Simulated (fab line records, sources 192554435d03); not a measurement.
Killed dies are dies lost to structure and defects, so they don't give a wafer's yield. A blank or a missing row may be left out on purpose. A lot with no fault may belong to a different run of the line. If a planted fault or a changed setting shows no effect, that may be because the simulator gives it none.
The same fault as seen by 2 desks ; flow n5Finfet ; each desk has only its own numbers; what lay behind them comes last

DESK OF THE TOOL OWNER: aldMetal-02
The tool's own readings at N5_HKMG_FIN_ALD_91 (deposits TiN, target thk 1 nm, pulse time 1 s, purge time 3 s): means of the sampled wafers that have a number, for each lot that ran on this tool. The brackets show how far a lot's mean lies from the usual mean; more than 4 standard deviations puts the lot out of limits, marked OUT.
Columns: A = heaterPowerW at N5_HKMG_FIN_ALD_91, usual 842 W; B = precursorPulseHeightRel at N5_HKMG_FIN_ALD_91, usual 1.002
lot;first seen here;A;B
L517;day 6 11:14;813;0.996
L518;day 6 18:55;902;1.013
Finding of this desk: none of the 2 lots has anything out of limits.

AT THE METROLOGY DESK
Lot by lot, what the gauges showed, no matter which tool ran the lot: averages of those sampled wafers that carry a number. The brackets show how far a lot's mean lies from the usual mean; more than 4 standard deviations puts the lot out of limits, marked OUT. Readings shown: 7 of its 11, picked as those furthest out on some lot.
Columns: A = HK_THK at N5_HKMG_FIN_THK_MEAS_70, usual 1.604 nm; B = DIBL_N at N5_BEOL_M4_RC_MEAS_101, usual 36.0 mV/V; C = DIBL_P at N5_BEOL_M4_RC_MEAS_101, usual 36.3 mV/V; D = IOFF_N at N5_BEOL_M4_RC_MEAS_101, usual 0.16 nA/um; E = IOFF_P at N5_BEOL_M4_RC_MEAS_101, usual 0.21 nA/um; F = ION_P at N5_BEOL_M4_RC_MEAS_101, usual 461 uA/um; G = VT_P at N5_BEOL_M4_RC_MEAS_101, usual -250.9 mV
lot;first seen here;A;B;C;D;E;F;G
L508;day 4 06:07;1.617;39.1;38.5;0.22;0.28;470;-244.6
L511;day 4 23:00;1.596;33.7;32.4;0.14;0.19;461;-249.3
L517;day 6 08:58;1.631;37.3;37.3;0.20;0.22;462;-251.9
L518;day 6 17:06;1.612;35.8;36.5;0.18;0.20;458;-252.8
L522;day 7 15:04;1.605;35.4;34.7;0.16;0.22;463;-248.6
L523;day 7 20:35;1.612;35.5;37.0;0.14;0.18;453;-255.3
L525;day 8 07:34;1.602;35.2;37.0;0.16;0.21;464;-249.5
L526;day 8 14:58;1.587;36.6;37.5;0.15;0.22;466;-249.8
L529;day 9 09:05;1.614;36.0;34.9;0.14;0.20;458;-252.1
L531;day 9 21:55;1.605;38.1;37.2;0.17;0.22;461;-250.7
Finding of this desk: none of the 10 lots has anything out of limits.

ALL TOGETHER
Nothing out of limits was seen by the tool owner's desk.
The metrology desk saw nothing out of limits.

WHAT THE SIMULATOR PUT IN
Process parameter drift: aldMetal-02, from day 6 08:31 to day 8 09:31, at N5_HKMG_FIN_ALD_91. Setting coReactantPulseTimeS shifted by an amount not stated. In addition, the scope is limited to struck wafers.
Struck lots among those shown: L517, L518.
